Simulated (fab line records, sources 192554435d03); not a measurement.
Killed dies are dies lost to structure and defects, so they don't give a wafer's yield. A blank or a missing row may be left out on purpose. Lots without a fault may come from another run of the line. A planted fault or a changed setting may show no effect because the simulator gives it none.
A struck lot beside a sound one | flow n5_finfet | 40 steps out of a route of 1938
Sound: wafers L833.1, L833.3, L833.5. Struck: wafers L840.1, L840.2, L840.3. The cause comes at the end.
At each step with rows: each side's tool, then ch and its chambers, then its first start. Under that, the readings that differ: sound wafers | struck wafers | difference of the means | sigmas: that difference in standard deviations of wafers without a fault.
alike: readings whose means differ by less than 2 such deviations, and words and numbers that are the same on both sides. not compared: withheld readings, readings that some wafer has no value for, bounds like >300 that may hide the same value, and numbers for which the record gives no deviation and whose values overlap.
The two part at a step that has a row with sigmas, a row that says differs or no value, or rows on one side only. Numbers that don't overlap but have no deviation are shown without sigmas and don't part them. A reading that every wafer of one side lacks parts them only if that side has two wafers or more.

first, 11 steps without rows for these wafers: N5_STI_FIN_REVEAL_CMP_04 (polishes, stops on Si3N4, t overpolish 4 s, target thk 131.83 nm); N5_STI_FIN_REVEAL_DENSIFY_30; N5_STI_FIN_REVEAL_ETCHBACK_08 (etches SiO2 in C4F6/O2, target depth 30.5 nm, time 10.167 s); N5_STI_FIN_REVEAL_STRIP_24 (strips in N2/H2, time 90 s); N5_STI_FIN_REVEAL_PRECLEAN_25 (cleans in SPM, time 90 s); N5_STI_FIN_REVEAL_PRECLEAN_26 (cleans in SC1, time 45 s); N5_STI_FIN_REVEAL_PRECLEAN_29 (cleans in DHF, time 30 s); N5_STI_FIN_REVEAL_SRD_12 (time 30 s); N5_STI_FIN_REVEAL_RECESS_09 (chemistry HF/NH3, target SiO2, afs cycles 11, target depth 42.5 nm, sublimation time 60 s); N5_STI_FIN_REVEAL_STRIP_16 (strips SiNx in H3PO4, target depth 23.8 nm); N5_STI_FIN_REVEAL_PRECLEAN_17 (cleans in NF3:NH3, afs cycles 1, time 20 s, sublimation time 60 s).
N5_STI_FIN_REVEAL_ETCH_34: etches Si in H2, material Si, target depth 0.97 nm.
  sound on rie_si-01 ch 1,2,3, day 3 18:37; struck on rie_si-03 ch 1,2,3, day 5 16:22
  no value came back on the struck wafers for any of 5 readings (bias_w (W), chamber_pressure_mTorr (mTorr) and others); on the sound wafers bias_w (W) reads 0 0 0
  not compared: rf_hours_counter_h
then, 7 steps without rows for these wafers: N5_STI_FIN_REVEAL_OXIDATION_31 (chemistry O2 PLASMA REMOTE, time 20 s); N5_STI_FIN_REVEAL_PRECLEAN_32 (cleans in NF3:NH3, afs cycles 1, time 20 s, sublimation time 60 s); N5_STI_FIN_REVEAL_STRIP_35 (strips Si3N4 in H3PO4, target depth 4 nm, time 39 s); N5_STI_FIN_REVEAL_SRD_21 (time 30 s); N5_STI_FIN_REVEAL_OXIDATION_33 (chemistry O2 PLASMA REMOTE, time 20 s); N5_STI_FIN_REVEAL_CLEAN_19 (cleans in O3/DIW, time 120 s); N5_STI_FIN_REVEAL_SRD_23 (time 30 s).
N5_STI_FIN_REVEAL_CD_MEAS_22: target cd 6.238 nm, pitch 28 nm.
  sound on cd_sem-02, day 3 19:11; struck on cd_sem-03, day 5 16:57
  reading    | sound          | struck         | difference | sigmas
  cd_nm (nm) | 6.47 6.19 6.25 | 8.13 8.24 8.05 | +1.84      | +9
then, 18 steps without rows for these wafers: N5_STI_FIN_REVEAL_PRECLEAN_18 (cleans in SC2, time 45 s); N5_STI_FIN_REVEAL_SRD_28 (time 30 s); N5_DUMMY_GATE_PRECLEAN_00 (cleans in O3/DIW, time 60 s); N5_DUMMY_GATE_SRD_01 (time 30 s); N5_DUMMY_GATE_ALD_02 (deposits SiO2, target thk 2 nm, pulse time 1 s); N5_DUMMY_GATE_CVD_03 (deposits a-Si from SiH4, target thk 150 nm, time 8042 s); N5_DUMMY_GATE_PRECLEAN_46 (cleans in DIW, time 89.5 s); N5_DUMMY_GATE_SRD_47 (dry time 32 s); N5_DUMMY_GATE_CMP_04 (polishes a-Si); N5_DUMMY_GATE_HM_DEP_06 (deposits SiNx from DCS/NH3, target thk 80 nm, time 5141 s); N5_DUMMY_GATE_PECVD_30 (deposits SiO2 from TEOS/O2, target thk 55 nm, time 10.8 s); N5_DUMMY_GATE_COAT_34 (time 60 s, resist thk 60 nm); N5_DUMMY_GATE_COAT_35 (time 60 s, resist thk 10 nm); N5_DUMMY_GATE_COAT_28 (time 60 s, resist thk 10 nm); N5_DUMMY_GATE_COAT_09 (resist thk 30 nm); N5_DUMMY_GATE_EBR_11; N5_DUMMY_GATE_SOFTBAKE_10 (time 60 s); N5_DUMMY_GATE_EXPOSE_12 (exposes mask GATE, target cd 25 nm).
-- the record jumps here: 6 days lie between the struck wafers' starts before and after (it left off in module DUMMY_GATE and takes up again in module BEOL_M4, whose first step shown is number 1111 of the route) --
N5_BEOL_M4_RC_MEAS_101:
  sound on prober-02 ch 0, day 9 19:29; struck on prober-02 ch 0, day 11 11:13
  reading             | sound                      | struck                    | difference | sigmas
  DIBL_N (mV/V)       | 33.8 36.0 34.1             | 45.3 47.8 47.4            | +12.2      | +9
  DIBL_P (mV/V)       | 35.3 38.1 35.3             | 48.3 50.5 50.0            | +13.4      | +9
  IOFF_N (nA/um)      | 0.121 0.162 0.120          | 0.574 0.764 0.706         | +0.547     | +24
  IOFF_N_85C (nA/um)  | 2.4 3.1 2.4                | 9.0 11.4 10.7             | +7.7       | +20
  IOFF_N_LIN (nA/um)  | 0.059 0.075 0.057          | 0.277 0.336 0.322         | +0.248     | +28
  IOFF_N_LONG (nA/um) | 4.98e-05 4.98e-05 4.79e-05 | 9.1e-05 9.19e-05 9.16e-05 | +4.2e-05   | +18
  IOFF_P (nA/um)      | 0.177 0.213 0.177          | 0.619 0.712 0.702         | +0.489     | +17
  IOFF_P_85C (nA/um)  | 3.2 3.7 3.1                | 9.1 10.2 10.0             | +6.4       | +16
  IOFF_P_LIN (nA/um)  | 0.087 0.097 0.087          | 0.309 0.340 0.333         | +0.237     | +22
  IOFF_P_LONG (nA/um) | 9.6e-05 9.5e-05 9.6e-05    | 0.000143 0.00015 0.000144 | +0.000050  | +6
  ION_N (uA/um)       | 653 673 646                | 754 752 750               | +95        | +10
  ION_P (uA/um)       | 452 461 456                | 501 499 496               | +42        | +6
  REXT_N (ohm.um)     | 75.1 75.3 74.1             | 69.0 68.5 67.8            | -6.4       | -5
  REXT_P (ohm.um)     | 99.4 100.3 99.7            | 92.3 92.5 92.6            | -7.3       | -3
  SS_N (mV/dec)       | 70.8 71.6 70.9             | 73.1 74.2 74.4            | +2.8       | +5
  SS_P (mV/dec)       | 72.7 73.9 72.1             | 76.8 78.2 78.0            | +4.8       | +8
  VT_N (mV)           | 253.2 250.8 255.5          | 225.9 223.1 225.2         | -28.4      | -11
  VT_N_LONG (mV)      | 279.2 278.2 277.5          | 257.6 256.7 256.7         | -21.3      | -12
  VT_N_LVT (mV)       | 106 100 106                | 77 74 76                  | -28        | -9
  VT_P (mV)           | -252.9 -253.0 -252.9       | -234.0 -233.1 -232.5      | +19.7      | +7
  VT_P_LONG (mV)      | -278.3 -278.2 -279.9       | -262.4 -262.8 -262.8      | +16.1      | +6
  VT_P_LVT (mV)       | -103 -102 -103             | -85 -84 -84               | +18        | +6
-- the record jumps here: 4 days lie between the struck wafers' starts before and after (it left off in module BEOL_M4 and takes up again in module PASSIVATION, whose first step shown is number 1936 of the route) --
N5_PASSIVATION_PROBE_49:
  sound on prober-01, day 14 06:25; struck on prober-01, day 15 19:10
  reading                | sound          | struck            | difference | sigmas
  killed_at_contacts     | 4 14 17        | 15 33 25          | +13        | +2
  sort_bin_4_leakage (%) | 0 0 0          | 82.20 89.92 90.93 | +87.68     |
  sort_n_pass            | 1099 1083 1054 | 94 5 8            | -1043      | -61
  sort_yield_pct (%)     | 93.1 91.8 89.3 | 8.0 0.4 0.7       | -88.4      | -59
  alike: defect_limited_yield, killed_at_M0_to_M3, killed_at_M4_up, killed_at_front_end, killed_at_other, killed_dies, killed_open, killed_short, sort_bin_5_function, sort_bin_6_memory

WHERE THEY PART
First at N5_STI_FIN_REVEAL_ETCH_34; last, within this record, at N5_PASSIVATION_PROBE_49.

WHY: what the simulator had put in
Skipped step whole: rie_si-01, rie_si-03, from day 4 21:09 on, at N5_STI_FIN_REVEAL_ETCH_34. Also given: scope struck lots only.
